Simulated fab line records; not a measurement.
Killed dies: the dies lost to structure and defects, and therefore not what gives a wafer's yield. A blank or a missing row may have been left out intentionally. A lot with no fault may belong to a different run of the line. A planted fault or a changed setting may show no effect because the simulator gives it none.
Lot-split experiment | flow n5_finfet | 7 lots, 21 wafers read, on a route of 1938 steps

## ABOUT THE SPLIT
At N5_BEOL_M4_ETCH_70 (etches SOC in N2/H2, target depth 80 nm, overetch 24 nm, time 130 s), the setting time_s was moved away from the recipe's 130 s on 5 of the 21 wafers read, by +7.8% to +19.1%. For the rest of the wafers, this setting stayed at what the recipe calls for.

The reading is taken at the split's own step.

## THE READING
SiARC_of_BEOL_M4_COAT_68.thk_nm (the simulator's own value, which no gauge read), in nm, at N5_BEOL_M4_ETCH_70 (etches SOC in N2/H2, target depth 80 nm, overetch 24 nm, time 130 s). No usual value for it is given in the file. Here, 16 wafers ran the recipe; their average is 5.8 nm with a standard deviation of 0.19 nm.

wafer  | tool, chamber at the split | time_s as run, s | against the recipe | SiARC_of_BEOL_M4_COAT_68.thk_nm, nm | against lot-mates on the recipe
L074.1 | rie_diel-01, 3             | 130              | recipe             | 6                                   | -
L074.3 | rie_diel-01, 1             | 130              | recipe             | 5.8                                 | -
L074.5 | rie_diel-01, 0             | 149              | +14.6%             | 5                                   | -0.9
L075.1 | rie_diel-02, 3             | 130              | recipe             | 5.6                                 | -
L075.3 | rie_diel-02, 0             | 154.8            | +19.1%             | 4.6                                 | -1.1
L075.6 | rie_diel-02, 1             | 130              | recipe             | 5.8                                 | -
L076.3 | rie_diel-02, 3,0           | 130              | recipe             | 5.8                                 | -
L076.5 | rie_diel-02, 3,0           | 130              | recipe             | 5.8                                 | -
L076.6 | rie_diel-02, 3             | 151.9            | +16.8%             | 4.8                                 | -1.0
L079.1 | rie_diel-01, 2             | 130              | recipe             | 5.6                                 | -
L079.5 | rie_diel-01, 0             | 130              | recipe             | 6                                   | -
L079.6 | rie_diel-01, 3             | 130              | recipe             | 5.8                                 | -
L091.1 | rie_diel-01, 1             | 130              | recipe             | 5.6                                 | -
L091.3 | rie_diel-01, 0             | 140.1            | +7.8%              | 5.4                                 | -0.2
L091.5 | rie_diel-01, 0             | 140.1            | +7.8%              | 5.4                                 | -0.2
L089.2 | rie_diel-02, 0             | 130              | recipe             | 5.8                                 | -
L089.4 | rie_diel-02, 2             | 130              | recipe             | 6.2                                 | -
L089.5 | rie_diel-02, 2             | 130              | recipe             | 6.2                                 | -
L096.2 | rie_diel-01, 1             | 130              | recipe             | 5.6                                 | -
L096.3 | rie_diel-01, 0             | 130              | recipe             | 5.8                                 | -
L096.5 | rie_diel-01, 0             | 130              | recipe             | 5.8                                 | -
The file does not say which wafer passed through which chamber wherever a row lists several chambers: such a row stands for several wafers.

FIT RESULTS
A straight line over all 21 wafers: SiARC_of_BEOL_M4_COAT_68.thk_nm changes by -0.0606 nm for each +1% of time_s; r = -0.91; the points scatter about the line by 0.17 nm.
The same after taking each lot's own level away (the mean of its wafers on the recipe; 21 wafers): -0.0561 nm for each +1%; r = -0.93; scatter 0.14 nm.
Per that fit: largest time_s move, reading shift of 1.1 nm.
The span of the lots' own levels, 5.60 to 6.07 nm, comes to 2.5 times the standard deviation stated above.
Hence the lot-to-lot level has little effect on the slope; both slopes agree.
Check: with one of the wafers moved furthest among these (+19.1%) left out of the fit, the line predicts -1.03 nm for it against its lot-mates. It came out at -1.1 nm against them.

## OTHER SPLITS ON THESE WAFERS
Note: prior to the reading, these wafers also went through further splits. Each is held against what the fit with the lots' levels taken away leaves over:
other split on the same wafers    | wafers away from the commonest value | r with SiARC_of_BEOL_M4_COAT_68.thk_nm (lot level and that fit taken away)
N5_BEOL_M2_EXPOSE_08 dose_mj      | 11                                   | -0.09
N5_BEOL_M2_DESCUM_16 time_s       | 6                                    | +0.11
N5_BEOL_M2_TRENCH_ETCH_37 bias_w  | 7                                    | -0.03
N5_BEOL_M3_ETCH_41 target_depth_a | 6                                    | +0.00
N5_BEOL_M4_DESCUM_16 time_s       | 5                                    | -0.20
N5_BEOL_M4_ETCH_64 bias_w         | 9                                    | +0.04

## THE FILE'S OWN FIT
SiARC_of_BEOL_M4_COAT_68.thk_nm changes by -0.057 nm for each +1% of time_s, r = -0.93.
